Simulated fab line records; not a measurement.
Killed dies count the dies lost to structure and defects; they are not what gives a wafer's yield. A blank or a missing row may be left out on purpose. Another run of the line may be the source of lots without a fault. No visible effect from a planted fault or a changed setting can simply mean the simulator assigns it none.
Which tool was responsible? / flow nand_harc / Sampling: 11 lots, 33 wafers, 5 of 1159 route steps

== WHAT THE GAUGES SHOWED, per wafer ==
NHARC_END_SORT_01. Usual: killed_at_array 27, standard deviation 8; killed_at_other 0.8, standard deviation 1.2; killed_at_periphery 3.3, standard deviation 2.3; killed_dies 31, standard deviation 8.8; killed_open 3.2, standard deviation 2.1; killed_short 2.1, standard deviation 1.4.
lot=L675; measured=day 23 01:43; on=prober-02; killed_at_array=26 36 124; killed_at_other=1 1 0; killed_at_periphery=7 1 1; killed_dies=34 38 125; killed_open=2 3 2; killed_short=1 5 1; flag=OFF
lot=L677; measured=day 23 11:49; on=prober-01; killed_at_array=40 183 137; killed_at_other=2 3 1; killed_at_periphery=5 4 5; killed_dies=47 190 143; killed_open=0 3 0; killed_short=1 2 1; flag=OFF
lot=L679; measured=day 23 22:02; on=prober-02; killed_at_array=27 32 32; killed_at_other=0 0 0; killed_at_periphery=7 7 7; killed_dies=34 39 39; killed_open=1 8 2; killed_short=3 3 1; flag=

== WHAT TOOL EACH LOT RAN ON (gives the tool, then ch and the chambers of the sampled wafers, and finally the start) ==
lot=L661; NHARC_A_STAIRCASE_TRIM_12=rie_diel-13 ch 1,2, day 10 19:20; NHARC_A_STAIRCASE_TRIM_16=rie_diel-13 ch 2,3, day 10 19:47; NHARC_A_STAIRCASE_TRIM_18=rie_diel-13 ch 0,2,3, no start; NHARC_A_STAIRCASE_ETCH_23=rie_diel-13 ch 0,1,3, no start
lot=L662; NHARC_A_STAIRCASE_TRIM_12=rie_diel-13 ch 0,1,2, day 11 02:23; NHARC_A_STAIRCASE_TRIM_16=rie_diel-13 ch 2,3, day 11 02:49; NHARC_A_STAIRCASE_TRIM_18=rie_diel-13 ch 0,3, no start; NHARC_A_STAIRCASE_ETCH_23=rie_diel-10 ch 2,3, no start
lot=L663; NHARC_A_STAIRCASE_TRIM_12=rie_diel-13 ch 1,2,3, day 11 08:46; NHARC_A_STAIRCASE_TRIM_16=rie_diel-13 ch 1,2, day 11 09:13; NHARC_A_STAIRCASE_TRIM_18=rie_diel-13 ch 0,2, no start; NHARC_A_STAIRCASE_ETCH_23=rie_diel-13 ch 0,3, no start
lot=L665; NHARC_A_STAIRCASE_TRIM_12=rie_diel-09 ch 0,1,3, day 11 10:53; NHARC_A_STAIRCASE_TRIM_16=rie_diel-09 ch 1,2,3, day 11 11:25; NHARC_A_STAIRCASE_TRIM_18=rie_diel-09 ch 0,1,2, no start; NHARC_A_STAIRCASE_ETCH_23=rie_diel-13 ch 1,2,3, no start
lot=L666; NHARC_A_STAIRCASE_TRIM_12=rie_diel-09 ch 1,2,3, day 12 11:49; NHARC_A_STAIRCASE_TRIM_16=rie_diel-09 ch 0,2,3, day 12 12:17; NHARC_A_STAIRCASE_TRIM_18=rie_diel-09 ch 0,1,3, no start; NHARC_A_STAIRCASE_ETCH_23=rie_diel-09 ch 0,1,3, no start
lot=L676; NHARC_A_STAIRCASE_TRIM_12=rie_diel-10 ch 0,2,3, day 14 09:52; NHARC_A_STAIRCASE_TRIM_16=rie_diel-10 ch 0,1,2, day 14 10:22; NHARC_A_STAIRCASE_TRIM_18=rie_diel-10 ch 1,2,3, no start; NHARC_A_STAIRCASE_ETCH_23=rie_diel-10 ch 0,1,2, no start
lot=L675; NHARC_A_STAIRCASE_TRIM_12=rie_diel-09 ch 0,2,3, day 14 10:02; NHARC_A_STAIRCASE_TRIM_16=rie_diel-09 ch 0,1,2, day 14 10:31; NHARC_A_STAIRCASE_TRIM_18=rie_diel-09 ch 0,2,3, day 23 01:43 or earlier; NHARC_A_STAIRCASE_ETCH_23=rie_diel-09 ch 1,2,3, day 23 01:43 or earlier
lot=L677; NHARC_A_STAIRCASE_TRIM_12=rie_diel-09 ch 0,2, day 14 17:03; NHARC_A_STAIRCASE_TRIM_16=rie_diel-09 ch 0,2,3, day 14 17:29; NHARC_A_STAIRCASE_TRIM_18=rie_diel-09 ch 0,1,3, day 23 11:49 or earlier; NHARC_A_STAIRCASE_ETCH_23=rie_diel-13 ch 0,1, day 23 11:49 or earlier
lot=L679; NHARC_A_STAIRCASE_TRIM_12=rie_diel-10 ch 0,2,3, day 15 06:19; NHARC_A_STAIRCASE_TRIM_16=rie_diel-10 ch 0,1,2, day 15 06:46; NHARC_A_STAIRCASE_TRIM_18=rie_diel-10 ch 0,1,3, day 23 22:02 or earlier; NHARC_A_STAIRCASE_ETCH_23=rie_diel-09 ch 0,1,3, day 23 22:02 or earlier
lot=L678; NHARC_A_STAIRCASE_TRIM_12=rie_diel-10 ch 1,2, day 15 10:59; NHARC_A_STAIRCASE_TRIM_16=rie_diel-10 ch 0,3, day 15 11:34; NHARC_A_STAIRCASE_TRIM_18=rie_diel-10 ch 1,2,3, no start; NHARC_A_STAIRCASE_ETCH_23=rie_diel-13 ch 0,1,2, no start
lot=L683; NHARC_A_STAIRCASE_TRIM_12=rie_diel-13 ch 2,3, day 15 20:30; NHARC_A_STAIRCASE_TRIM_16=rie_diel-13 ch 2,3, day 15 21:26; NHARC_A_STAIRCASE_TRIM_18=rie_diel-13 ch 1,2,3, no start; NHARC_A_STAIRCASE_ETCH_23=rie_diel-09 ch 1,2,3, no start
- NHARC_A_STAIRCASE_TRIM_12: chemistry O2, time 211.2 s.
- NHARC_A_STAIRCASE_TRIM_16: chemistry O2, time 211.2 s.
- NHARC_A_STAIRCASE_TRIM_18: chemistry O2, time 211.2 s.
- NHARC_A_STAIRCASE_ETCH_23: etches the open film in C4F8/O2, target depth 100 nm, time 40.5 s.

== WHAT THE TOOLS THEMSELVES READ (means of the sampled wafers that have a number; where no wafer has one, the mark that the record gives instead) ==
NHARC_A_STAIRCASE_TRIM_12. Usual: chamber_pressure_mTorr 60.01 mTorr, standard deviation 0.054; drypump_motor_current_A 6.0 A, standard deviation 0.47; o2_flow_sccm 499.9 sccm, standard deviation 1.5; oes_product_au 1.002 a.u., standard deviation 0.009; rf_vpp_V 57.6 V, standard deviation 0.87; showerhead_plenum_p_Torr 3.44 Torr, standard deviation 0.098; throttle_valve_pct 17.037 %, standard deviation 0.0092.
lot=L661; tool=rie_diel-13; chamber_pressure_mTorr (mTorr)=60.00; drypump_motor_current_A (A)=6.4; o2_flow_sccm (sccm)=499.1; oes_product_au (a.u.)=1.016; rf_vpp_V (V)=57.7; showerhead_plenum_p_Torr (Torr)=3.45; throttle_valve_pct (%)=17.045; flag=
lot=L662; tool=rie_diel-13; chamber_pressure_mTorr (mTorr)=60.02; drypump_motor_current_A (A)=6.1; o2_flow_sccm (sccm)=499.1; oes_product_au (a.u.)=1.017; rf_vpp_V (V)=58.2; showerhead_plenum_p_Torr (Torr)=3.47; throttle_valve_pct (%)=17.032; flag=
lot=L663; tool=rie_diel-13; chamber_pressure_mTorr (mTorr)=60.01; drypump_motor_current_A (A)=6.3; o2_flow_sccm (sccm)=498.4; oes_product_au (a.u.)=1.015; rf_vpp_V (V)=57.4; showerhead_plenum_p_Torr (Torr)=3.45; throttle_valve_pct (%)=17.041; flag=
lot=L665; tool=rie_diel-09; chamber_pressure_mTorr (mTorr)=60.00; drypump_motor_current_A (A)=6.2; o2_flow_sccm (sccm)=500.4; oes_product_au (a.u.)=1.007; rf_vpp_V (V)=57.4; showerhead_plenum_p_Torr (Torr)=3.43; throttle_valve_pct (%)=17.038; flag=
lot=L666; tool=rie_diel-09; chamber_pressure_mTorr (mTorr)=59.95; drypump_motor_current_A (A)=6.4; o2_flow_sccm (sccm)=501.7; oes_product_au (a.u.)=1.003; rf_vpp_V (V)=57.1; showerhead_plenum_p_Torr (Torr)=3.36; throttle_valve_pct (%)=17.031; flag=
lot=L676; tool=rie_diel-10; chamber_pressure_mTorr (mTorr)=60.02; drypump_motor_current_A (A)=5.5; o2_flow_sccm (sccm)=502.1; oes_product_au (a.u.)=0.999; rf_vpp_V (V)=57.1; showerhead_plenum_p_Torr (Torr)=3.43; throttle_valve_pct (%)=17.032; flag=
lot=L675; tool=rie_diel-09; chamber_pressure_mTorr (mTorr)=59.97; drypump_motor_current_A (A)=6.3; o2_flow_sccm (sccm)=500.5; oes_product_au (a.u.)=1.001; rf_vpp_V (V)=57.7; showerhead_plenum_p_Torr (Torr)=3.41; throttle_valve_pct (%)=17.043; flag=
lot=L677; tool=rie_diel-09; chamber_pressure_mTorr (mTorr)=60.01; drypump_motor_current_A (A)=6.0; o2_flow_sccm (sccm)=499.9; oes_product_au (a.u.)=0.997; rf_vpp_V (V)=57.4; showerhead_plenum_p_Torr (Torr)=3.48; throttle_valve_pct (%)=17.039; flag=
lot=L679; tool=rie_diel-10; chamber_pressure_mTorr (mTorr)=59.99; drypump_motor_current_A (A)=5.5; o2_flow_sccm (sccm)=500.5; oes_product_au (a.u.)=1.009; rf_vpp_V (V)=57.1; showerhead_plenum_p_Torr (Torr)=3.42; throttle_valve_pct (%)=17.033; flag=
lot=L678; tool=rie_diel-10; chamber_pressure_mTorr (mTorr)=60.03; drypump_motor_current_A (A)=5.1; o2_flow_sccm (sccm)=500.6; oes_product_au (a.u.)=0.998; rf_vpp_V (V)=57.3; showerhead_plenum_p_Torr (Torr)=3.49; throttle_valve_pct (%)=17.038; flag=
lot=L683; tool=rie_diel-13; chamber_pressure_mTorr (mTorr)=60.02; drypump_motor_current_A (A)=6.0; o2_flow_sccm (sccm)=499.6; oes_product_au (a.u.)=1.002; rf_vpp_V (V)=57.4; showerhead_plenum_p_Torr (Torr)=3.39; throttle_valve_pct (%)=17.030; flag=

NHARC_A_STAIRCASE_TRIM_16. Usual: chamber_pressure_mTorr 59.99 mTorr, standard deviation 0.057; drypump_motor_current_A 6.0 A, standard deviation 0.46; o2_flow_sccm 500.2 sccm, standard deviation 1.4; oes_product_au 1.002 a.u., standard deviation 0.009; rf_vpp_V 57.5 V, standard deviation 0.81; showerhead_plenum_p_Torr 3.44 Torr, standard deviation 0.096; throttle_valve_pct 17.036 %, standard deviation 0.0098.
lot=L661; tool=rie_diel-13; chamber_pressure_mTorr (mTorr)=60.03; drypump_motor_current_A (A)=5.9; o2_flow_sccm (sccm)=501.0; oes_product_au (a.u.)=1.015; rf_vpp_V (V)=58.1; showerhead_plenum_p_Torr (Torr)=3.41; throttle_valve_pct (%)=17.031; flag=
lot=L662; tool=rie_diel-13; chamber_pressure_mTorr (mTorr)=60.00; drypump_motor_current_A (A)=6.1; o2_flow_sccm (sccm)=500.7; oes_product_au (a.u.)=1.009; rf_vpp_V (V)=57.7; showerhead_plenum_p_Torr (Torr)=3.44; throttle_valve_pct (%)=17.045; flag=
lot=L663; tool=rie_diel-13; chamber_pressure_mTorr (mTorr)=59.97; drypump_motor_current_A (A)=6.4; o2_flow_sccm (sccm)=500.5; oes_product_au (a.u.)=1.013; rf_vpp_V (V)=57.3; showerhead_plenum_p_Torr (Torr)=3.45; throttle_valve_pct (%)=17.047; flag=
lot=L665; tool=rie_diel-09; chamber_pressure_mTorr (mTorr)=59.90; drypump_motor_current_A (A)=6.4; o2_flow_sccm (sccm)=500.5; oes_product_au (a.u.)=0.998; rf_vpp_V (V)=56.6; showerhead_plenum_p_Torr (Torr)=3.37; throttle_valve_pct (%)=17.045; flag=
lot=L666; tool=rie_diel-09; chamber_pressure_mTorr (mTorr)=60.05; drypump_motor_current_A (A)=6.3; o2_flow_sccm (sccm)=498.6; oes_product_au (a.u.)=1.007; rf_vpp_V (V)=57.0; showerhead_plenum_p_Torr (Torr)=3.42; throttle_valve_pct (%)=17.040; flag=
lot=L676; tool=rie_diel-10; chamber_pressure_mTorr (mTorr)=59.93; drypump_motor_current_A (A)=5.4; o2_flow_sccm (sccm)=500.0; oes_product_au (a.u.)=0.993; rf_vpp_V (V)=57.8; showerhead_plenum_p_Torr (Torr)=3.49; throttle_valve_pct (%)=17.040; flag=
lot=L675; tool=rie_diel-09; chamber_pressure_mTorr (mTorr)=59.99; drypump_motor_current_A (A)=6.1; o2_flow_sccm (sccm)=500.9; oes_product_au (a.u.)=1.062; rf_vpp_V (V)=57.2; showerhead_plenum_p_Torr (Torr)=3.43; throttle_valve_pct (%)=17.035; flag=OFF
lot=L677; tool=rie_diel-09; chamber_pressure_mTorr (mTorr)=60.04; drypump_motor_current_A (A)=6.2; o2_flow_sccm (sccm)=500.4; oes_product_au (a.u.)=1.140; rf_vpp_V (V)=57.9; showerhead_plenum_p_Torr (Torr)=3.41; throttle_valve_pct (%)=17.039; flag=OFF
lot=L679; tool=rie_diel-10; chamber_pressure_mTorr (mTorr)=59.96; drypump_motor_current_A (A)=5.3; o2_flow_sccm (sccm)=499.6; oes_product_au (a.u.)=1.002; rf_vpp_V (V)=57.3; showerhead_plenum_p_Torr (Torr)=3.49; throttle_valve_pct (%)=17.028; flag=
lot=L678; tool=rie_diel-10; chamber_pressure_mTorr (mTorr)=60.03; drypump_motor_current_A (A)=5.8; o2_flow_sccm (sccm)=500.3; oes_product_au (a.u.)=0.997; rf_vpp_V (V)=57.1; showerhead_plenum_p_Torr (Torr)=3.45; throttle_valve_pct (%)=17.031; flag=
lot=L683; tool=rie_diel-13; chamber_pressure_mTorr (mTorr)=59.95; drypump_motor_current_A (A)=6.0; o2_flow_sccm (sccm)=500.5; oes_product_au (a.u.)=1.003; rf_vpp_V (V)=57.2; showerhead_plenum_p_Torr (Torr)=3.39; throttle_valve_pct (%)=17.037; flag=

NHARC_A_STAIRCASE_TRIM_18. Usual: chamber_pressure_mTorr 60.00 mTorr, standard deviation 0.052; drypump_motor_current_A 6.0 A, standard deviation 0.47; o2_flow_sccm 500.1 sccm, standard deviation 1.4; oes_product_au 1.000 a.u., standard deviation 0.0089; rf_vpp_V 57.7 V, standard deviation 0.75; showerhead_plenum_p_Torr 3.45 Torr, standard deviation 0.098; throttle_valve_pct 17.036 %, standard deviation 0.0086.
lot=L661; tool=rie_diel-13; chamber_pressure_mTorr (mTorr)=60.05; drypump_motor_current_A (A)=5.9; o2_flow_sccm (sccm)=500.5; oes_product_au (a.u.)=1.014; rf_vpp_V (V)=57.8; showerhead_plenum_p_Torr (Torr)=3.46; throttle_valve_pct (%)=17.037; flag=
lot=L662; tool=rie_diel-13; chamber_pressure_mTorr (mTorr)=60.02; drypump_motor_current_A (A)=6.0; o2_flow_sccm (sccm)=499.8; oes_product_au (a.u.)=1.008; rf_vpp_V (V)=58.3; showerhead_plenum_p_Torr (Torr)=3.50; throttle_valve_pct (%)=17.036; flag=
lot=L663; tool=rie_diel-13; chamber_pressure_mTorr (mTorr)=59.96; drypump_motor_current_A (A)=5.7; o2_flow_sccm (sccm)=500.8; oes_product_au (a.u.)=1.013; rf_vpp_V (V)=57.6; showerhead_plenum_p_Torr (Torr)=3.48; throttle_valve_pct (%)=17.037; flag=
lot=L665; tool=rie_diel-09; chamber_pressure_mTorr (mTorr)=60.00; drypump_motor_current_A (A)=6.1; o2_flow_sccm (sccm)=499.9; oes_product_au (a.u.)=1.005; rf_vpp_V (V)=58.1; showerhead_plenum_p_Torr (Torr)=3.44; throttle_valve_pct (%)=17.043; flag=
lot=L666; tool=rie_diel-09; chamber_pressure_mTorr (mTorr)=59.97; drypump_motor_current_A (A)=6.1; o2_flow_sccm (sccm)=500.9; oes_product_au (a.u.)=1.000; rf_vpp_V (V)=58.5; showerhead_plenum_p_Torr (Torr)=3.43; throttle_valve_pct (%)=17.038; flag=
lot=L676; tool=rie_diel-10; chamber_pressure_mTorr (mTorr)=59.99; drypump_motor_current_A (A)=5.4; o2_flow_sccm (sccm)=501.3; oes_product_au (a.u.)=0.992; rf_vpp_V (V)=57.8; showerhead_plenum_p_Torr (Torr)=3.52; throttle_valve_pct (%)=17.028; flag=
lot=L675; tool=rie_diel-09; chamber_pressure_mTorr (mTorr)=59.98; drypump_motor_current_A (A)=6.3; o2_flow_sccm (sccm)=500.6; oes_product_au (a.u.)=1.003; rf_vpp_V (V)=57.3; showerhead_plenum_p_Torr (Torr)=3.41; throttle_valve_pct (%)=17.038; flag=
lot=L677; tool=rie_diel-09; chamber_pressure_mTorr (mTorr)=60.03; drypump_motor_current_A (A)=6.2; o2_flow_sccm (sccm)=500.4; oes_product_au (a.u.)=0.990; rf_vpp_V (V)=58.7; showerhead_plenum_p_Torr (Torr)=3.42; throttle_valve_pct (%)=17.039; flag=
lot=L679; tool=rie_diel-10; chamber_pressure_mTorr (mTorr)=59.96; drypump_motor_current_A (A)=5.7; o2_flow_sccm (sccm)=500.0; oes_product_au (a.u.)=1.005; rf_vpp_V (V)=58.7; showerhead_plenum_p_Torr (Torr)=3.52; throttle_valve_pct (%)=17.029; flag=
lot=L678; tool=rie_diel-10; chamber_pressure_mTorr (mTorr)=60.00; drypump_motor_current_A (A)=5.4; o2_flow_sccm (sccm)=500.1; oes_product_au (a.u.)=0.999; rf_vpp_V (V)=57.6; showerhead_plenum_p_Torr (Torr)=3.52; throttle_valve_pct (%)=17.031; flag=
lot=L683; tool=rie_diel-13; chamber_pressure_mTorr (mTorr)=60.00; drypump_motor_current_A (A)=6.2; o2_flow_sccm (sccm)=499.2; oes_product_au (a.u.)=1.002; rf_vpp_V (V)=57.5; showerhead_plenum_p_Torr (Torr)=3.43; throttle_valve_pct (%)=17.043; flag=

NHARC_A_STAIRCASE_ETCH_23. Usual: bias_w 1000 W, standard deviation 3.1; chamber_pressure_mTorr 24.997 mTorr, standard deviation 0.026; oes_product_au 0.943 a.u., standard deviation 0.013; rf_vpp_V 893 V, standard deviation 3.8.
lot=L661; tool=rie_diel-13; bias_w (W)=999; chamber_pressure_mTorr (mTorr)=25.007; oes_product_au (a.u.)=0.943; rf_vpp_V (V)=894; flag=
lot=L662; tool=rie_diel-10; bias_w (W)=1001; chamber_pressure_mTorr (mTorr)=25.022; oes_product_au (a.u.)=0.948; rf_vpp_V (V)=893; flag=
lot=L663; tool=rie_diel-13; bias_w (W)=1000; chamber_pressure_mTorr (mTorr)=24.987; oes_product_au (a.u.)=0.944; rf_vpp_V (V)=895; flag=
lot=L665; tool=rie_diel-13; bias_w (W)=1001; chamber_pressure_mTorr (mTorr)=25.001; oes_product_au (a.u.)=0.942; rf_vpp_V (V)=893; flag=
lot=L666; tool=rie_diel-09; bias_w (W)=1000; chamber_pressure_mTorr (mTorr)=24.996; oes_product_au (a.u.)=0.951; rf_vpp_V (V)=892; flag=
lot=L676; tool=rie_diel-10; bias_w (W)=1000; chamber_pressure_mTorr (mTorr)=24.985; oes_product_au (a.u.)=0.936; rf_vpp_V (V)=895; flag=
lot=L675; tool=rie_diel-09; bias_w (W)=998; chamber_pressure_mTorr (mTorr)=25.014; oes_product_au (a.u.)=0.941; rf_vpp_V (V)=890; flag=
lot=L677; tool=rie_diel-13; bias_w (W)=997; chamber_pressure_mTorr (mTorr)=24.999; oes_product_au (a.u.)=0.952; rf_vpp_V (V)=895; flag=
lot=L679; tool=rie_diel-09; bias_w (W)=1001; chamber_pressure_mTorr (mTorr)=24.998; oes_product_au (a.u.)=0.967; rf_vpp_V (V)=892; flag=
lot=L678; tool=rie_diel-13; bias_w (W)=1001; chamber_pressure_mTorr (mTorr)=24.994; oes_product_au (a.u.)=0.943; rf_vpp_V (V)=894; flag=
lot=L683; tool=rie_diel-09; bias_w (W)=999; chamber_pressure_mTorr (mTorr)=24.988; oes_product_au (a.u.)=0.932; rf_vpp_V (V)=888; flag=

== THE ANSWER, worked out from the rows above alone ==
Rule: a lot counts as off when the mean over its wafers that have a number is more than 3 standard deviations away from the usual mean. A lot without any number at a reading at which 4 lots or more have one is off too. All remaining lots with rows at the step are treated as sound. After the gauges, taken in route order, come the tools' own readings; for these a lot's mean is taken, as printed above. At the first step where some lot is off, the reading lying furthest off is the one used; lots without a number count as furthest.
Off: L675, L677 (NHARC_END_SORT_01, killed_at_array). Neither off nor sound, because the step has no rows for them: L661, L662, L663, L665, L666, L676, L678, L683.
If a tool, at a process step before that reading, ran all the lots that are off and no sound lot after the first of them, it fits. The gauges at NHARC_END_SORT_01 aren't tried: what is off there is off at NHARC_A_STAIRCASE_TRIM_16 too, on other tools, and a gauge's error can't cause that. With no start given for some of its lots, NHARC_A_STAIRCASE_TRIM_18 uses the hours and lot order of NHARC_END_SORT_01. With no start given for some of its lots, NHARC_A_STAIRCASE_ETCH_23 uses the hours and lot order of NHARC_END_SORT_01. One fits: NHARC_A_STAIRCASE_TRIM_12 and NHARC_A_STAIRCASE_TRIM_16 and NHARC_A_STAIRCASE_TRIM_18 on rie_diel-09. It ran no sound lot before its first lot that is off in this sample, so the start can't be narrowed down.

== WHAT HAD BEEN PUT IN BY THE SIMULATOR ==
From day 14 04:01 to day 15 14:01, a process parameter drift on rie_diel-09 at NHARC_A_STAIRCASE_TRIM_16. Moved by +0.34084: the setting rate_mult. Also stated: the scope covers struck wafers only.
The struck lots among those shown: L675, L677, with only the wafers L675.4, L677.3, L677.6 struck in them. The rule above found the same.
